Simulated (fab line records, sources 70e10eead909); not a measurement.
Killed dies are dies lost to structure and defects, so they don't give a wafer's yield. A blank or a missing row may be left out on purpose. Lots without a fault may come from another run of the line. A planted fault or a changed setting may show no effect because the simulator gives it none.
A struck lot beside a sound one | flow nand_harc | 15 steps out of a route of 1302
Sound: wafers L443.1, L443.2, L443.3. Struck: wafers L428.1, L428.2, L428.3. The cause comes at the end.
At each step with rows: each side's tool, then ch and its chambers, then its first start. Under that, the readings that differ: sound wafers | struck wafers | difference of the means | sigmas: that difference in standard deviations of wafers without a fault.
alike: readings whose means differ by less than 2 such deviations, and words and numbers that are the same on both sides. not compared: withheld readings, readings that some wafer has no value for, bounds like >300 that may hide the same value, and numbers for which the record gives no deviation and whose values overlap.
The two part at a step that has a row with sigmas, a row that says differs or no value, or rows on one side only. Numbers that don't overlap but have no deviation are shown without sigmas and don't part them. A reading that every wafer of one side lacks parts them only if that side has two wafers or more.

NHARC_A_ZERO_WELL_DESCUM_12: chemistry O2, time 3 s.
  sound on rie_diel-05 ch 0,1,3, day 16 02:21; struck on rie_diel-05 ch 0,1,3, day 9 18:04
  alike: drypump_motor_current_A, o2_flow_sccm, oes_product_au, rf_vpp_V, showerhead_plenum_p_Torr, throttle_valve_pct
  not compared: rf_hours_counter_h
NHARC_A_ZERO_WELL_ETCH_19: etches the open film in N2/H2, target depth 80 nm, overetch 24 nm, time 87.88 s.
  sound on rie_diel-05 ch 1,2,3, day 16 02:26; struck on rie_diel-05 ch 0,2,3, day 9 18:08
  alike: drypump_motor_current_A, oes_product_au, rf_vpp_V, showerhead_plenum_p_Torr, throttle_valve_pct
  not compared: rf_hours_counter_h
NHARC_A_ZERO_WELL_ETCH_13: etches the open film in HBr/Cl2, target depth 120 nm, time 40.1 s.
  sound on rie_si-06 ch 0,1,2, day 16 02:34; struck on rie_si-06 ch 0,1,2, day 9 18:16
  alike: drypump_motor_current_A, oes_product_au, throttle_valve_pct
  not compared: rf_hours_counter_h
then, 4 steps without rows for these wafers: NHARC_A_ZERO_WELL_STRIP_14 (strips in SPM, time 900 s); NHARC_A_ZERO_WELL_IMPLANT_15; NHARC_A_ZERO_WELL_PRECLEAN_22 (cleans in SC1, time 60 s); NHARC_A_ZERO_WELL_SRD_23.
NHARC_A_ZERO_WELL_RTA_16: time 10 s.
  sound on rtp_anneal-02 ch 0, day 16 03:28; struck on rtp_anneal-02 ch 0, day 9 19:10
  alike: lamp_power_pct, wafer_temp_C_max
NHARC_A_ZERO_WELL_INSPECT_17:
  sound on defect_inspect-01, day 16 03:39; struck on defect_inspect-02, day 9 19:22
  alike: raw_defect_count
then, 2 steps without rows for these wafers: NHARC_A_SOURCE_PLATE_PRECLEAN_00 (cleans in HF-LAST, time 60 s); NHARC_A_SOURCE_PLATE_SRD_01.
NHARC_A_SOURCE_PLATE_OXIDE_02: material SiO2, target thk 10 nm, ox time 1362 s.
  sound on furnace-04 ch 0, day 16 08:08; struck on furnace-05 ch 0, day 10 05:09
  reading              | sound             | struck            | difference | sigmas
  spike_tc_lower_C (C) | 903.1 901.6 900.8 | 901.8 899.2 898.5 | -2.0       | -2
NHARC_A_SOURCE_PLATE_THK_MEAS_09: measures by ellipsometry.
  sound on film_metro-02, day 16 12:07; struck on film_metro-01, day 10 09:31
  reading     | sound       | struck         | difference | sigmas
  thk_nm (nm) | 9.1 9.9 9.6 | 15.3 16.0 17.3 | +6.7       | +7
then, 1 step without rows for these wafers: NHARC_A_SOURCE_PLATE_PVD_04 (deposits WSi2, target thk 50 nm).
-- the record jumps here: 17 days lie between the struck wafers' starts before and after (it left off in module A_SOURCE_PLATE and takes up again in module END, whose first step shown is number 1302 of the route) --
NHARC_END_SORT_01:
  the record has rows for the struck wafers here (prober-02 ch 0, day 27 06:40) and none for the sound ones

WHERE THEY PART
First at NHARC_A_SOURCE_PLATE_OXIDE_02; last, within this record, at NHARC_END_SORT_01.

WHY: what the simulator had put in
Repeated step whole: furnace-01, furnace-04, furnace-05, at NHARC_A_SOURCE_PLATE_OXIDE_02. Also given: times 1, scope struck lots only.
